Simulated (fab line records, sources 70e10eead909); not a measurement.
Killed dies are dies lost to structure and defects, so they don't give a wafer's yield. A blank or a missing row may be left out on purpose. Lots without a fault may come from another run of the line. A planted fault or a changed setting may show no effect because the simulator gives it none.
fab line records | flow nand_harc
record lots=14 wafers=42 last_day=33
route steps=1302 shown P_STI@92 P_GATE@138
lots that met no fault: from a run of the same line without faults
start_h: hours from the record's first day to the start of the lot's first wafer shown | wait_h: hours since the lot's step before | " the same as in the row above | L1.1+2: a row that stands for several wafers | - no value, or no start given | * or withheld: withheld | < > ~ a bound
route shown NAME@n: a module of which the file shows steps, and the number in the route of the first | usual: mean/standard deviation of fault-free wafers | same: alike in all rows | chamber/n: place in a boat | sites: the reading at each site | _std_site: their standard deviation | _edge_site: outer sites' mean less inner sites' | radius_mm: how far each site lies from the wafer's centre | mask NAME#n: copy n | behind: the tool/chamber that last shaped the wafer | hold: why the lot was held/for how many hours/how that ended | device: the transistor (n, p or np) that didn't switch | end of line: the same wafers' tests at the end of the route | a step without rows: its recipe alone | killed: dies lost to structure and defects at the first sort, not the wafer's yield | map: a wafer's dies, x killed, . not, _ none there
set.NAME: the setting as run; set.NAME@STEP: as run at that earlier step | model.NAME: the simulator's own value behind a step, which no gauge read
steps of the route over a sample of lots; a table a step, a row a wafer
services: from which hour (start_h, from the record's first day; less than 0 if before it) a tool's chamber was out of use, for how many hours, and why
## steps
# step NHARC_P_STI_OCD_MEAS_17
# usual trench_depth_nm=300/5.4 trench_foot_cd_nm=156.8/1.9
# columns lot.wafer tool chamber start_h wait_h trench_depth_nm trench_foot_cd_nm
L845.4 ocd-02 - 48.66 0.1 294 164.4
L845.5 " - " " 301 158.8
L845.6 " - " " 292 159.9
L846.2 ocd-02 - 58.00 0.1 302 156.8
L846.3 " - " " 297 157.7
L846.6 " - " " 298 157.7
L847.1 ocd-01 - 65.29 0.1 293 156.4
L847.4 " - " " 297 156.3
L847.5 " - " " 294 156.3
L849.1 ocd-01 - 84.46 0.1 295 158.0
L849.4 " - " " 297 155.6
L849.5 " - " " 295 157.6
L852.1 ocd-02 - 115.27 0.1 301 157.3
L852.5 " - " " 308 155.7
L852.6 " - " " 294 157.8
L854.2 ocd-02 - 136.28 0.1 297 156.8
L854.3 " - " " 297 154.4
L854.5 " - " " 298 157.1
L855.2 ocd-02 - 145.11 0.1 295 157.2
L855.3 " - " " 301 159.4
L855.6 " - " " 307 156.1
L857.1 ocd-01 - 165.13 0.1 311 155.9
L857.3 " - " " 303 156.4
L857.4 " - " " 294 159.1
L858.4 ocd-02 - 175.33 0.1 305 157.8
L858.5 " - " " 303 158.8
L858.6 " - " " 300 157.9
L859.2 ocd-01 - 183.54 0.1 294 159.5
L859.4 " - " " 299 158.1
L859.5 " - " " 298 156.2
L861.1 ocd-02 - 202.69 0.1 308 155.0
L861.2 " - " " 304 154.6
L861.6 " - " " 295 155.7
L862.1 ocd-01 - 215.37 0.1 293 156.3
L862.2 " - " " 296 154.4
L862.6 " - " " 296 155.2
L867.1 ocd-02 - 263.70 0.1 301 155.0
L867.3 " - " " 293 156.6
L867.6 " - " " 294 156.8
L868.3 ocd-01 - 273.49 0.1 304 154.9
L868.4 " - " " 307 153.0
L868.6 " - " " 307 152.7
# step NHARC_P_GATE_EXPOSE_23
# recipe na=1.35 target_cd_nm=120 dose_mj=93.91 mask_id=P_GATE
# usual exposure_dose_mJ_cm2=93.88/0.084
# columns lot.wafer tool chamber start_h wait_h mask exposure_dose_mJ_cm2
L845.4 arfi_scanner-02 0 103.66 - P_GATE#0 93.91
L845.5 " 0 " " P_GATE#0 93.99
L845.6 " 0 " " P_GATE#0 93.86
L847.1 arfi_scanner-03 0 110.23 - P_GATE#0 94.00
L847.4 " 0 " " P_GATE#0 93.88
L847.5 " 0 " " P_GATE#0 93.92
L846.2 arfi_scanner-02 0 110.38 - P_GATE#0 93.88
L846.3 " 0 " " P_GATE#0 93.76
L846.6 " 0 " " P_GATE#0 93.99
L849.1 arfi_scanner-01 0 137.91 - P_GATE#0 93.90
L849.4 " 0 " " P_GATE#0 93.87
L849.5 " 0 " " P_GATE#0 94.02
L852.1 arfi_scanner-01 0 164.84 - P_GATE#0 93.91
L852.5 " 0 " " P_GATE#0 94.03
L852.6 " 0 " " P_GATE#0 93.93
L854.2 arfi_scanner-03 0 188.49 - P_GATE#0 93.75
L854.3 " 0 " " P_GATE#0 93.86
L854.5 " 0 " " P_GATE#0 93.77
L855.2 arfi_scanner-02 0 201.14 - P_GATE#0 93.99
L855.3 " 0 " " P_GATE#0 93.88
L855.6 " 0 " " P_GATE#0 93.84
L857.1 arfi_scanner-01 0 212.86 - P_GATE#0 93.83
L857.3 " 0 " " P_GATE#0 93.91
L857.4 " 0 " " P_GATE#0 93.91
L858.4 arfi_scanner-03 0 222.80 - P_GATE#0 93.81
L858.5 " 0 " " P_GATE#0 93.94
L858.6 " 0 " " P_GATE#0 93.91
L859.2 arfi_scanner-02 0 248.47 - P_GATE#0 93.94
L859.4 " 0 " " P_GATE#0 93.86
L859.5 " 0 " " P_GATE#0 93.89
L861.1 arfi_scanner-02 0 256.29 - P_GATE#0 68.36
L861.2 " 0 " " P_GATE#0 68.39
L861.6 " 0 " " P_GATE#0 68.52
L862.1 arfi_scanner-02 0 266.11 - P_GATE#0 68.24
L862.2 " 0 " " P_GATE#0 68.33
L862.6 " 0 " " P_GATE#0 68.27
L867.1 arfi_scanner-01 0 315.96 - P_GATE#0 93.76
L867.3 " 0 " " P_GATE#0 93.82
L867.6 " 0 " " P_GATE#0 93.71
L868.3 arfi_scanner-01 0 324.43 - P_GATE#0 93.96
L868.4 " 0 " " P_GATE#0 93.94
L868.6 " 0 " " P_GATE#0 93.97
# step NHARC_P_GATE_CD_MEAS_26
# recipe target_cd_nm=120 landing_energy_ev=500
# usual cd_nm=120.0/0.55
# columns lot.wafer tool chamber start_h wait_h cd_nm
L845.4 cd_sem-03 0 103.79 - 119.9
L845.5 " 0 " " 120.8
L845.6 " 0 " " 120.5
L847.1 cd_sem-01 0 110.37 - 119.6
L847.4 " 0 " " 119.1
L847.5 " 0 " " 120.0
L846.2 cd_sem-02 0 110.52 - 119.8
L846.3 " 0 " " 120.9
L846.6 " 0 " " 119.5
L849.1 cd_sem-02 0 138.05 - 120.6
L849.4 " 0 " " 119.5
L849.5 " 0 " " 120.2
L852.1 cd_sem-01 0 164.98 - 119.6
L852.5 " 0 " " 119.1
L852.6 " 0 " " 120.5
L854.2 cd_sem-03 0 188.62 - 119.9
L854.3 " 0 " " 120.6
L854.5 " 0 " " 120.7
L855.2 cd_sem-02 0 201.28 - 119.9
L855.3 " 0 " " 119.0
L855.6 " 0 " " 120.2
L857.1 cd_sem-03 0 213.00 - 120.6
L857.3 " 0 " " 120.0
L857.4 " 0 " " 119.9
L858.4 cd_sem-03 0 222.93 - 120.4
L858.5 " 0 " " 120.8
L858.6 " 0 " " 120.1
L859.2 cd_sem-03 0 248.62 - 120.5
L859.4 " 0 " " 119.6
L859.5 " 0 " " 120.0
L861.1 cd_sem-03 0 256.43 - 138.7
L861.2 " 0 " " 138.6
L861.6 " 0 " " 138.7
L862.1 cd_sem-03 0 266.25 - 139.5
L862.2 " 0 " " 139.3
L862.6 " 0 " " 138.8
L867.1 cd_sem-02 0 316.09 - 120.8
L867.3 " 0 " " 119.9
L867.6 " 0 " " 120.9
L868.3 cd_sem-03 0 324.57 - 120.0
L868.4 " 0 " " 120.3
L868.6 " 0 " " 119.9
# step NHARC_P_GATE_DESCUM_48
# recipe time_s=3 o2_flow_sccm=200 ar_flow_sccm=0 bias_power_w=0 chemistry=O2
# usual drypump_motor_current_A=5.6/0.42 mfc_ar_sccm=0.006/0.0094 oes_product_au=0.998/0.0089 rf_vpp_V=57.7/0.97 showerhead_plenum_p_Torr=1.92/0.088 throttle_valve_pct=11.311/0.01
# columns lot.wafer tool chamber start_h wait_h drypump_motor_current_A mfc_ar_sccm oes_product_au rf_hours_counter_h rf_vpp_V showerhead_plenum_p_Torr throttle_valve_pct
L845.4 rie_diel-11 2 115.93 - 6.3 0 0.995 - 58.0 1.85 11.327
L845.6 " 3 " " 5.4 0 0.987 - 57.7 1.91 11.306
L845.5 " 0 " " 5.7 0 1.013 - 56.6 1.99 11.309
L846.3 rie_diel-11 0 122.58 - 5.7 0 1.020 2.7 58.6 1.99 11.307
L846.2 " 3 " " 5.5 0 0.992 3.2 57.0 1.91 11.341
L846.6 " 0 " " 5.7 0 1.010 - 59.1 1.99 11.310
L847.4 rie_diel-06 2 124.68 - 4.6 0.031 1.004 8.7 57.3 2.03 11.320
L847.1 " 3 " " 6.1 0.023 1.022 8.2 58.7 1.99 11.310
L847.5 " 0 " " 6.1 0.006 1.002 - 57.0 2.05 11.311
L849.4 rie_diel-06 3 150.23 - 6.1 0.023 1.004 0.9 57.3 1.99 11.296
L849.1 " 0 " " 6.1 0.006 0.993 1.3 58.2 2.05 11.307
L849.5 " 3 " " 6.1 0.023 1.004 - 58.2 1.99 11.304
L852.1 rie_diel-06 3 178.32 - 6.1 0.023 1.001 2.2 59.4 1.99 11.318
L852.5 " 2 " " 4.6 0.031 0.998 - 57.9 2.03 11.314
L852.6 " 3 " " 6.1 0.023 0.994 - 57.3 1.99 11.309
L854.3 rie_diel-07 3 200.80 - 5.7 0.001 0.991 4.7 57.1 1.83 11.304
L854.2 " 0 " " 5.6 0 1.009 5.2 57.0 1.84 11.317
L854.5 " 3 " " 5.7 0.001 0.984 - 59.5 1.83 11.335
L855.3 rie_diel-07 0 213.40 - 5.7 0 1.013 5.5 56.3 1.84 11.305
L855.2 " 2 " " 5.4 0.003 0.989 4.7 56.4 1.80 11.318
L855.6 " 0 " " 5.6 0 1.010 - 56.9 1.84 11.307
L857.1 rie_diel-11 1 225.23 - 5.4 0.015 1.012 8.5 57.3 2.05 11.308
L857.4 " 2 " " 6.3 0 0.996 9.2 57.0 1.85 11.307
L857.3 " 0 " " 5.7 0 1.004 8.0 57.7 1.99 11.309
L858.4 rie_diel-07 0 234.94 - 5.6 0 1.000 5.8 57.6 1.84 11.297
L858.6 " 2 " " 5.3 0.003 0.997 - 57.1 1.80 11.318
L858.5 " 3 " " 5.7 0.001 0.995 - 57.6 1.83 11.320
L859.4 rie_diel-06 3 260.72 - 6.1 0.023 1.004 5.7 58.7 1.99 11.310
L859.2 " 0 " " 6.1 0.006 0.983 5.7 57.6 2.04 11.305
L859.5 " 3 " " 6.1 0.023 1.005 - 56.4 1.99 11.302
L861.1 rie_diel-06 0 268.38 - 6.1 0.006 0.993 6.7 59.0 2.04 11.309
L861.2 " 2 " " 4.6 0.031 1.001 8.1 57.7 2.03 11.299
L861.6 " 0 " " 6.1 0.006 0.991 - 57.6 2.04 11.297
L862.1 rie_diel-11 1 280.63 - 5.4 0.015 1.009 0.4 59.4 2.05 11.310
L862.2 " 2 " " 6.3 0 0.995 0.4 57.0 1.85 11.308
L862.6 " 0 " " 5.7 0 0.991 - 58.6 1.99 11.317
L867.3 rie_diel-06 1 328.04 - 5.7 0 0.991 0.5 57.4 1.84 11.317
L867.1 " 2 " " 4.6 0.031 0.988 0.4 58.1 2.03 11.309
L867.6 " 1 " " 5.6 0 0.998 - 57.4 1.84 11.319
L868.4 rie_diel-11 3 336.58 - 5.4 0 0.997 3.8 58.8 1.91 11.301
L868.3 " 1 " " 5.4 0.015 1.004 5.0 58.2 2.05 11.297
L868.6 " 3 " " 5.4 0 1.007 - 57.9 1.91 11.319
# step NHARC_P_GATE_STRIP_111
# recipe power_w=1500 temp_c=110 time_s=250 chemistry=N2/H2
# usual drypump_motor_current_A=5.8/0.54 heater_power_w=88/6.8 temp_c=110.01/0.14
# columns lot.wafer tool chamber start_h wait_h drypump_motor_current_A heater_power_w rf_hours_counter_h temp_c
L845.4 plasma_asher-01 1 116.42 0.3 6.3 81 - 109.71
L845.5 " 0 " " 6.0 97 - 109.79
L845.6 " 1 " " 6.2 83 - 109.92
L846.2 plasma_asher-02 0 122.95 0.2 5.0 86 7 110.15
L846.3 " 0 " " 4.9 85 - 110.01
L846.6 " 0 " " 5.0 85 - 110.16
L847.1 plasma_asher-01 1 125.02 0.2 6.3 82 26 110.16
L847.4 " 0 " " 6.0 98 - 110.12
L847.5 " 1 " " 6.3 83 - 110.12
L849.1 plasma_asher-02 1 150.65 0.2 5.0 92 13 110.12
L849.4 " 0 " " 4.9 85 - 110.24
L849.5 " 1 " " 5.1 96 - 110.14
L852.1 plasma_asher-01 0 178.85 0.4 6.1 94 1 109.95
L852.5 " 1 " " 6.3 81 - 110.09
L852.6 " 0 " " 6.1 94 - 109.99
L854.2 plasma_asher-01 1 201.20 0.2 6.3 80 6 110.06
L854.3 " 1 " " 6.3 82 - 109.96
L854.5 " 0 " " 6.0 93 - 110.26
L855.2 plasma_asher-01 0 213.80 0.2 6.0 93 7 110.01
L855.3 " 1 " " 6.3 82 - 110.21
L855.6 " 0 " " 6.0 95 - 109.82
L857.1 plasma_asher-02 1 225.65 0.2 5.1 93 29 109.97
L857.3 " 0 " " 5.0 85 - 110.15
L857.4 " 1 " " 5.1 92 - 110.09
L858.4 plasma_asher-01 1 235.38 0.2 6.2 80 - 110.13
L858.5 " 1 " " 6.3 83 - 110.10
L858.6 " 0 " " 6.1 94 - 109.82
L859.2 plasma_asher-02 0 261.14 0.2 4.9 78 0 110.03
L859.4 " 0 " " 4.9 78 - 109.96
L859.5 " 1 " " 5.1 91 - 110.29
L861.2 plasma_asher-01 0 268.75 0.2 6.1 95 19 109.96
L861.1 " 1 " " 6.3 82 19 110.07
L861.6 " 0 " " 6.0 96 - 110.02
L862.2 plasma_asher-01 0 281.00 0.2 6.0 94 22 109.89
L862.1 " 1 " " 6.3 80 22 110.10
L862.6 " 0 " " 6.0 94 - 109.99
L867.1 plasma_asher-02 1 328.62 0.2 5.1 91 14 110.18
L867.3 " 1 " " 5.1 92 - 110.14
L867.6 " 1 " " 5.1 94 - 110.25
L868.3 plasma_asher-01 1 337.04 0.2 6.3 81 - 110.32
L868.4 " 0 " " 6.0 93 - 110.25
L868.6 " 0 " " 6.1 92 - 110.17
## services
# columns tool chamber start_h hours kind
arfi_scanner-01 - 80.66 4.0 pm
rie_diel-11 3 85.06 1.3 repair
rie_diel-11 1 115.04 3.4 repair
rie_diel-06 - 130.20 9.0 pm
arfi_scanner-02 - 140.01 4.0 pm
rie_diel-11 1 141.06 6.7 repair
rie_diel-06 1 155.56 13.0 repair
rie_diel-06 2 159.63 4.4 repair
plasma_asher-01 - 165.00 9.0 pm
rie_diel-06 3 190.50 11.0 repair
rie_diel-06 1 190.71 27.0 repair
arfi_scanner-01 - 194.99 2.3 repair
plasma_asher-02 - 210.77 0.9 repair
arfi_scanner-02 - 220.20 2.8 repair
arfi_scanner-01 - 240.73 5.2 repair
rie_diel-06 0 245.15 13.6 repair
arfi_scanner-02 - 251.97 0.7 repair
rie_diel-06 - 256.25 1.1 repair
arfi_scanner-02 - 268.87 5.0 repair
rie_diel-06 0 287.07 7.5 repair
rie_diel-06 2 294.48 15.5 repair
rie_diel-06 - 307.20 9.0 pm
arfi_scanner-02 - 312.01 4.0 pm
rie_diel-06 3 325.53 1.7 repair
## key
first_sign step=NHARC_P_GATE_EXPOSE_23 reading=exposure_dose_mJ_cm2 direction=down sigmas=99+ usual=93.88 struck=68.35
effect step=NHARC_P_GATE_CD_MEAS_26 reading=cd_nm direction=up sigmas=34 usual=120.0 struck=138.9
met_at NHARC_P_GATE_EXPOSE_23
struck_lots L861,L862
sort_left_out L861.1,L861.2,L861.6,L862.1,L862.2,L862.6
tester_left_out L861,L862
not_acting_at NHARC_P_STI_OCD_MEAS_17,NHARC_P_GATE_DESCUM_48,NHARC_P_GATE_STRIP_111
onset_between 248.47 256.29
fault kind=process_parameter_drift tool=arfi_scanner-02 chamber=- onset_h=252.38 steps=NHARC_P_GATE_EXPOSE_23 channel=dose_mj offset=-25.494 shape=step acts_in=these_recipes_only stated=93.91
# tester_left_out: of these lots the tester's yield and bins aren't shown, on N5 and GAA mostly nor the transistor test; their killed dies are dies lost to structure and defects alone, not to doping, threshold or leakage, so they don't give the yield
# sort_left_out: the simulated sort isn't trusted on such a fault, so these wafers' sort isn't shown, and their yield isn't known
